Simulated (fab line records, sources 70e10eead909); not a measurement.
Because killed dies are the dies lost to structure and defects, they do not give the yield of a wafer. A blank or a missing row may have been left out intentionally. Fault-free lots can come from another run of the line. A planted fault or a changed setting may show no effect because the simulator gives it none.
Chamber matching    flow nand harc    rie diel-11 running NHARC_A_STAIRCASE_DESCUM_291: 4 sister chambers
The step chemistry O2, time 3 s. 8 wafers are shown with their chamber, then 12 later ones without.

== WAFERS WITH THEIR CHAMBER ==
wafer   chamber  drypump motor current A (A)  showerhead plenum p Torr (Torr)
L077.6  1        5.1                          1.90
L084.5  0        6.7                          1.93
L082.1  2        5.4                          1.96
L082.5  2        5.4                          1.96
L082.6  3        5.2                          2.02
L081.1  3        5.2                          2.01
L081.2  1        5.1                          1.89
L081.4  0        6.6                          1.93

== WAFERS MISSING THEIR CHAMBER ==
wafer   drypump motor current A (A)  showerhead plenum p Torr (Torr)
L085.3  6.6                          1.93
L085.4  5.4                          1.96
L085.5  5.1                          1.89
L093.2  6.7                          1.92
L093.4  5.2                          2.01
L093.5  5.4                          1.96
L094.1  5.2                          2.01
L094.3  5.1                          1.88
L094.4  5.4                          1.96
L097.1  5.2                          2.00
L097.2  5.4                          1.95
L097.5  5.4                          1.95

== EACH ONE'S CHAMBER ==
wafer   from the rows above  in truth
L085.3  0                    0
L085.4  2                    2
L085.5  1                    1
L093.2  0                    0
L093.4  3                    3
L093.5  2                    2
L094.1  3                    3
L094.3  1                    1
L094.4  2                    2
L097.1  3                    3
L097.2  2                    2
L097.5  2                    2
Correct placement for 12 of the 12. From these rows, 0 cannot be placed. Placed wrongly: 0.
How it was worked out, from the rows above alone: a wafer's distance from a chamber is the root of the sum, over the readings, of the square of ((its reading less the chamber's mean) divided by the reading's scatter). If the next closest chamber is less than 2 further off than the closest, the wafer can't be placed; otherwise it belongs to the closest. Each chamber's mean is taken over the wafers shown for it. The scatter: take each reading less its chamber's mean, square it, sum over the shown wafers, divide by the number of wafers less the number of chambers, and take the root.
